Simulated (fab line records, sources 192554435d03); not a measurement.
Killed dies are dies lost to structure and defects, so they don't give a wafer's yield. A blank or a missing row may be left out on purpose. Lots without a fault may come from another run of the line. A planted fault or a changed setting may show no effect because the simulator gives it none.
Chamber matching | flow n5_finfet | N5_BEOL_M12_ETCH_67 on rie_diel-01: 4 sister chambers
The step etches SiARC in CF4, target depth 143 nm, time 238.3 s. 7 wafers are shown with their chamber, then 8 later ones without.

WAFERS WITH THEIR CHAMBER
wafer  | chamber | drypump_motor_current_A (A) | showerhead_plenum_p_Torr (Torr)
L078.2 | 0       | 5.0                         | 2.09
L088.1 | 3       | 5.2                         | 2.07
L088.2 | 2       | 5.8                         | 2.10
L089.1 | 3       | 5.2                         | 2.06
L089.3 | 1       | 5.6                         | 2.16
L089.5 | 1       | 5.6                         | 2.16
L093.1 | 0       | 5.1                         | 2.08

WAFERS WITHOUT THEIR CHAMBER
wafer  | drypump_motor_current_A (A) | showerhead_plenum_p_Torr (Torr)
L093.3 | 5.6                         | 2.15
L093.4 | 5.8                         | 2.09
L092.1 | 5.8                         | 2.09
L092.2 | 5.0                         | 2.08
L092.6 | 5.2                         | 2.06
L096.1 | 5.5                         | 2.15
L096.2 | 5.1                         | 2.08
L096.5 | 5.8                         | 2.09

WHICH CHAMBER EACH WENT THROUGH
wafer  | from the rows above | in truth
L093.3 | 1                   | 1
L093.4 | 2                   | 2
L092.1 | 2                   | 2
L092.2 | 0                   | 0
L092.6 | 3                   | 3
L096.1 | 1                   | 1
L096.2 | 0                   | 0
L096.5 | 2                   | 2
Placed correctly: 8 of 8. Can't be placed from these rows: 0. Placed wrongly: 0.
How it was worked out, from the rows above alone: a wafer's distance from a chamber is the root of the sum, over the readings, of the square of ((its reading less the chamber's mean) divided by the reading's scatter). The wafer belongs to the nearest chamber; if the next one is less than 2 further off, it can't be placed. A chamber's mean is the mean of its shown wafers. The scatter: the root of (the sum of the squares of (reading less its chamber's mean) over the shown wafers, divided by (wafers less chambers)).
